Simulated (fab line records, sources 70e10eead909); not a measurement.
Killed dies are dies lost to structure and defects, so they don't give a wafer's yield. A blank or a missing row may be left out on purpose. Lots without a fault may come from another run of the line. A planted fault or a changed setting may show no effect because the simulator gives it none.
One fault seen from 2 desks | flow nand_harc | each desk has only its own numbers; what lay behind them comes last

THE METROLOGY DESK
What the gauges read, lot by lot, whatever tool the lot ran on: means of the sampled wafers that have a number. A lot is out of limits, marked OUT, if its mean lies more than 4 standard deviations from the usual mean; the brackets give that distance.
Columns: A = overlay_x_nm at NHARC_A_M1_OVL_MEAS_10, usual 0.2 nm; B = overlay_y_nm at NHARC_A_M1_OVL_MEAS_10, usual 0.4 nm
lot  | first seen here | A    | B
L475 | day 23 02:11    | 0.9  | 1.0
L477 | day 23 11:40    | 1.9  | 1.0
L479 | day 24 21:16    | 0.4  | -0.6
L485 | day 27 05:52    | -0.4 | -0.2
L484 | day 27 17:38    | -0.3 | -0.1
L490 | day 29 00:40    | -0.7 | 1.2
L488 | day 29 03:10    | 0.7  | 1.2
L493 | day 31 02:16    | -1.3 | 1.1
L495 | day 32 00:31    | 0.6  | 0.5
L496 | day 32 02:45    | 1.0  | -0.8
L494 | day 32 06:12    | 0.5  | 0.0
This desk's finding: nothing out of limits on any of the 11 lots.

THE TOOL OWNER'S DESK: pvd_sputter-01
The tool's own readings at NHARC_A_M1_PVD_20 (deposits TaN, target thk 5 nm, time 8.06 s): means of the sampled wafers that have a number, for each lot that ran on this tool. A lot is out of limits, marked OUT, if its mean lies more than 4 standard deviations from the usual mean; the brackets give that distance.
Columns: A = chamber_pressure_pa at NHARC_A_M1_PVD_20, usual 0.11999 Pa; B = throttle_valve_pct at NHARC_A_M1_PVD_20, usual 29.4 %
lot  | first seen here | A       | B
L475 | day 23 03:29    | 0.11990 | 30.2
L485 | day 27 07:08    | 0.11997 | 29.6
L484 | day 27 18:52    | 0.12000 | 29.0
L495 | day 32 01:47    | 0.11980 | 29.1
L494 | day 32 07:27    | 0.12002 | 28.9
This desk's finding: nothing out of limits on any of the 5 lots.

PUT TOGETHER
The metrology desk saw nothing out of limits.
The tool owner's desk saw nothing out of limits.

WHAT THE SIMULATOR HAD PUT IN
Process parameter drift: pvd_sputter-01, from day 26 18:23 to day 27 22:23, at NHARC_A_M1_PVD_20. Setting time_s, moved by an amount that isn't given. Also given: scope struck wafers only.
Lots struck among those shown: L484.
